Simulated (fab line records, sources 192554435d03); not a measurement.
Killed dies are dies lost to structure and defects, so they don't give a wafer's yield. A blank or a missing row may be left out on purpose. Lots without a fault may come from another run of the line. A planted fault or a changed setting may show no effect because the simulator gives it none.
Which tool did it? | flow n5_finfet | 24 lots, 72 wafers sampled, at 2 steps of a route of 1938

WHAT THE GAUGES READ, wafer by wafer
N5_BEOL_M3_CD_MEAS_35: target cd 18 nm, target cd y 21 nm.
lot  | measured     | on        | cd_nm (nm)
L074 | day 7 05:56  | cd_sem-02 | 18.0 18.0 17.9
L075 | day 7 09:56  | cd_sem-03 | 18.0 17.7 18.0
L076 | day 7 18:15  | cd_sem-03 | 17.7 18.2 18.7
L077 | day 7 22:47  | cd_sem-03 | 18.1 17.7 18.0
L078 | day 8 03:26  | cd_sem-03 | 18.3 18.3 18.1
L079 | day 8 18:38  | cd_sem-02 | 17.8 18.3 18.0
L080 | day 8 18:47  | cd_sem-02 | 18.1 18.4 18.4
L081 | day 9 02:34  | cd_sem-02 | 18.8 17.7 17.7
L083 | day 9 11:21  | cd_sem-01 | 17.6 18.4 17.8
L082 | day 9 15:11  | cd_sem-03 | 17.3 17.9 17.6
L084 | day 10 01:26 | cd_sem-01 | 18.0 18.3 18.1
L085 | day 10 03:32 | cd_sem-02 | 17.9 17.6 17.8
L086 | day 10 06:04 | cd_sem-03 | 17.7 18.2 17.8
L087 | day 10 07:38 | cd_sem-02 | 18.4 17.1 18.3
L088 | day 10 16:13 | cd_sem-01 | 17.8 18.0 18.1
L089 | day 11 00:38 | cd_sem-02 | 18.0 18.4 17.8
L090 | day 11 11:22 | cd_sem-02 | 18.1 18.5 18.1
L091 | day 11 12:46 | cd_sem-03 | 17.4 17.8 17.7
L092 | day 12 08:55 | cd_sem-02 | 18.3 17.7 18.4
L093 | day 12 18:56 | cd_sem-01 | 17.6 17.6 17.6
L094 | day 12 21:26 | cd_sem-01 | 18.3 18.1 18.5
L095 | day 12 17:45 | cd_sem-01 | 17.1 17.7 17.6
L096 | day 12 23:14 | cd_sem-01 | 17.4 17.9 17.8
L097 | day 12 23:14 | cd_sem-02 | 17.8 18.0 18.2

WHICH TOOL RAN EACH LOT (tool, then ch and the chambers of the sampled wafers, then the start)
lot  | N5_BEOL_M2_ANNEAL_51
L074 | rtp_anneal-01 ch 0, day 6 21:12
L075 | rtp_anneal-02 ch 0, day 7 04:04
L076 | rtp_anneal-02 ch 0, day 7 13:12
L077 | rtp_anneal-02 ch 0, day 7 18:02
L078 | rtp_anneal-02 ch 0, day 7 23:08
L079 | rtp_anneal-02 ch 0, day 8 10:47
L080 | rtp_anneal-01 ch 0, day 8 10:54
L081 | rtp_anneal-02 ch 0, day 8 21:51
L083 | rtp_anneal-01 ch 0, day 9 02:47
L082 | rtp_anneal-02 ch 0, day 9 02:55
L084 | rtp_anneal-02 ch 0, day 9 14:55
L085 | rtp_anneal-01 ch 0, day 9 17:56
L086 | rtp_anneal-01 ch 0, day 9 19:23
L087 | rtp_anneal-02 ch 0, day 9 22:40
L088 | rtp_anneal-01 ch 0, day 10 11:50
L089 | rtp_anneal-02 ch 0, day 10 19:36
L090 | rtp_anneal-01 ch 0, day 10 23:20
L091 | rtp_anneal-02 ch 0, day 11 00:41
L092 | rtp_anneal-02 ch 0, day 11 23:45
L093 | rtp_anneal-02 ch 0, day 12 05:12
L094 | rtp_anneal-01 ch 0, day 12 08:28
L095 | rtp_anneal-01 ch 0, day 12 10:59
L096 | rtp_anneal-02 ch 0, day 12 11:03
L097 | rtp_anneal-01 ch 0, day 12 17:07
- N5_BEOL_M2_ANNEAL_51: time 90 s.

WHAT THE TOOLS THEMSELVES READ (means of the sampled wafers that have a number; where no wafer has one, the mark that the record gives instead)
N5_BEOL_M2_ANNEAL_51.
lot  | tool          | wafer_temp_C_max
L074 | rtp_anneal-01 | 225.48
L075 | rtp_anneal-02 | 225.65
L076 | rtp_anneal-02 | 225.78
L077 | rtp_anneal-02 | 225.70
L078 | rtp_anneal-02 | 225.95
L079 | rtp_anneal-02 | 225.77
L080 | rtp_anneal-01 | 225.62
L081 | rtp_anneal-02 | 226.01
L083 | rtp_anneal-01 | 225.76
L082 | rtp_anneal-02 | 225.76
L084 | rtp_anneal-02 | 225.77
L085 | rtp_anneal-01 | 225.95
L086 | rtp_anneal-01 | 225.75
L087 | rtp_anneal-02 | 225.61
L088 | rtp_anneal-01 | 225.71
L089 | rtp_anneal-02 | 225.45
L090 | rtp_anneal-01 | 225.46
L091 | rtp_anneal-02 | 225.68
L092 | rtp_anneal-02 | 225.86
L093 | rtp_anneal-02 | 225.85
L094 | rtp_anneal-01 | 225.37
L095 | rtp_anneal-01 | 225.99
L096 | rtp_anneal-02 | 225.86
L097 | rtp_anneal-01 | 225.53

THE ANSWER, worked out from the rows above alone
Rule: what is usual is taken from the lots themselves. Put in order of their means at a reading, lots are off if they are a third of the lots or fewer, leave a main group of 4 or more, and stand apart from it by a gap of 3 or more times the standard deviation of the main group's means; of several such gaps the widest counts. A main group whose means are all the same, to the digits that the tables above print for the reading, isn't used. A lot without any number at a reading at which 4 lots or more have one is off too. The other lots that the step has rows for count as sound. The gauges are gone through in route order, then the tools' own readings, and for those a lot's mean is taken as printed above. The first step at which some lot is off is used, and at that step the reading that is off furthest; a lot without a number counts as furthest.
No lot is off at any reading shown: from this, nothing can be told.

WHAT THE SIMULATOR HAD PUT IN
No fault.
